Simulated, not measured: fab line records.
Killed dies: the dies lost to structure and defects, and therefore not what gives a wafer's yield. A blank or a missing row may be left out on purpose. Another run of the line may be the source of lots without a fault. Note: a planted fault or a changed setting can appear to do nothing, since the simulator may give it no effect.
A lot that was struck, set against a sound lot | flow n5_finfet | 35 steps out of a route of 1938
Sound: wafers L929.3, L929.4, L929.5. Struck: wafers L935.2, L935.6. (L935.3 of the same lot was not struck and is left out.) The cause comes at the end.
Order at every step that has rows: each side's tool, ch and its chambers, its first start. Under that, the readings that differ: sound wafers | struck wafers | difference of the means | sigmas: that difference in standard deviations of wafers without a fault.
alike: readings with means less than 2 such deviations apart, plus words and numbers identical on both sides. not compared: withheld readings, readings lacking a value on some wafer, bounds such as >300 that could conceal the same value, and numbers that have no deviation in the record and whose values overlap.
The two part at a step that has a row with sigmas, a row that says differs or no value, or rows on one side only. Numbers that don't overlap but have no deviation are shown without sigmas and don't part them. Lack of a reading on every wafer of one side parts them only where that side has two or more wafers.

first, 9 steps without rows for these wafers: N5_FIN_SAQP_PRECLEAN_42 (cleans in O3/DIW, time 60 s); N5_FIN_SAQP_PRECLEAN_00 (cleans in SC1, time 60 s); N5_FIN_SAQP_PRECLEAN_44 (cleans in SC2, time 45 s); N5_FIN_SAQP_SRD_01 (time 30 s); N5_FIN_SAQP_ALD_61 (deposits SiO2, target thk 4 nm, pulse time 1 s, purge time 2 s); N5_FIN_SAQP_DENSIFY_62 (time 60 s); N5_FIN_SAQP_HM_DEP_03 (deposits SiNx from SiH4/NH3/N2, target thk 38 nm, time 33.6 s); N5_FIN_SAQP_PECVD_47 (deposits a-Si from SiH4/He, target thk 45 nm, time 36.3 s); N5_FIN_SAQP_PECVD_48 (deposits SiNx from SiH4/NH3/N2, target thk 25 nm, time 22.1 s).
N5_FIN_SAQP_PECVD_06: deposits a-Si from SiH4/He, target thk 60 nm, time 48.1 s.
  sound on pecvd-01 ch 0,1, day 4 09:19; struck on pecvd-01 ch 1, day 5 20:57
  reading                                     | sound             | struck      | difference | sigmas
  model.a-Si_of_FIN_SAQP_PECVD_06.thk_nm (nm) | 62.57 60.28 60.81 | 81.64 83.07 | +21.13     |
  alike: heater_power_outer_w, heater_power_w, showerhead_plenum_p_Torr, throttle_valve_pct
N5_FIN_SAQP_THK_MEAS_07:
  sound on film_metro-01, day 4 09:25; struck on film_metro-02, day 5 21:02
  reading     | sound          | struck    | difference | sigmas
  thk_nm (nm) | 62.6 60.3 60.8 | 81.6 83.1 | +21.1      | +21
then, 15 steps without rows for these wafers: N5_FIN_SAQP_HM_DEP_72 (deposits SiO2 from SiH4/N2O, target thk 12 nm, time 7.2 s); N5_FIN_SAQP_COAT_49 (time 60 s, resist thk 100 nm); N5_FIN_SAQP_COAT_50 (time 60 s, resist thk 35 nm); N5_FIN_SAQP_COAT_10 (resist thk 90 nm); N5_FIN_SAQP_EBR_12; N5_FIN_SAQP_SOFTBAKE_11 (time 60 s); N5_FIN_SAQP_EXPOSE_13 (exposes mask FIN CORE, target cd 35.6 nm); N5_FIN_SAQP_PEB_14 (peb time 60 s); N5_FIN_SAQP_DEVELOP_15 (develop time 30 s); N5_FIN_SAQP_DESCUM_21 (chemistry O2, time 7.9 s); N5_FIN_SAQP_ETCH_51 (etches SiARC in CF4, target depth 45.5 nm, time 75.8 s); N5_FIN_SAQP_ETCH_52 (etches SOC in N2/H2, target depth 100 nm, overetch 20 nm, time 150 s); N5_FIN_SAQP_STRIP_53 (strips in N2/H2); N5_FIN_SAQP_HM_OPEN_73 (chemistry CHF3/O2, target SiO2, stops on a-Si, target depth 12 nm, time 16.8 s); N5_FIN_SAQP_STRIP_74 (strips in CHF3/O2).
N5_FIN_SAQP_MANDREL_ETCH_22: etches a-Si in HBr/Cl2, stops on SiNx, target depth 60 nm, bt time 10 s, time 30 s.
  sound on rie_si-06 ch 2,3, day 4 10:09; struck on rie_si-01 ch 1,3, day 5 21:55
  reading                  | sound             | struck      | difference | sigmas
  oes_product_au (a.u.)    | 0.768 0.758 0.780 | 0.941 0.925 | +0.164     | +11
  model.etch.depth_nm (nm) | 62.47 60.25 60.73 | 81.64 83.03 | +21.19     |
  alike: bias_w, drypump_motor_current_A, throttle_valve_pct
  not compared: rf_hours_counter_h
then, 5 steps without rows for these wafers: N5_FIN_SAQP_STRIP_55 (strips in N2/H2); N5_FIN_SAQP_STRIP_23 (strips in SPM, time 750 s); N5_FIN_SAQP_SRD_66 (time 30 s); N5_FIN_SAQP_RECESS_75 (chemistry HF/NH3, target SiO2, target depth 14.4 nm, afs cycles 3, sublimation time 60 s); N5_FIN_SAQP_SPACER1_ALD_24 (deposits SiO2, target thk 20.3 nm, pulse time 1 s, purge time 2 s).
N5_FIN_SAQP_SPACER1_ETCHBACK_25: etches SiO2 in CHF3/O2, target depth 24.4 nm, time 12.2 s.
  sound on rie_diel-01 ch 2,3, day 4 11:42; struck on rie_diel-01 ch 1,2, day 5 23:33
  reading                                     | sound          | struck  | difference | sigmas
  model.a-Si_of_FIN_SAQP_PECVD_06.thk_nm (nm) | 61.6 59.4 59.8 | 80.8 82 | +21.1      |
  alike: bias_w, drypump_motor_current_A, mfc_ar_sccm, oes_o_777_au, oes_product_au, rf_vpp_V, showerhead_plenum_p_Torr, throttle_valve_pct
  not compared: rf_hours_counter_h
then, 1 step without rows for these wafers: N5_FIN_SAQP_MANDREL1_REMOVE_56 (chemistry HBr/Cl2/O2, target a-Si, stops on SiNx, bt time 10 s).
-- record jumps: 12 days separate the struck wafers' starts on either side; left off in module FIN_SAQP, taken up again in module PASSIVATION, whose first shown step is the route's number 1936 --
N5_PASSIVATION_PROBE_49:
  only the struck wafers here have rows in the record (prober-01, day 17 13:33); the sound ones have none

== WHERE THEY PART ==
First at N5_FIN_SAQP_THK_MEAS_07; last, within this record, at N5_PASSIVATION_PROBE_49.

WHY: whatever the simulator had introduced
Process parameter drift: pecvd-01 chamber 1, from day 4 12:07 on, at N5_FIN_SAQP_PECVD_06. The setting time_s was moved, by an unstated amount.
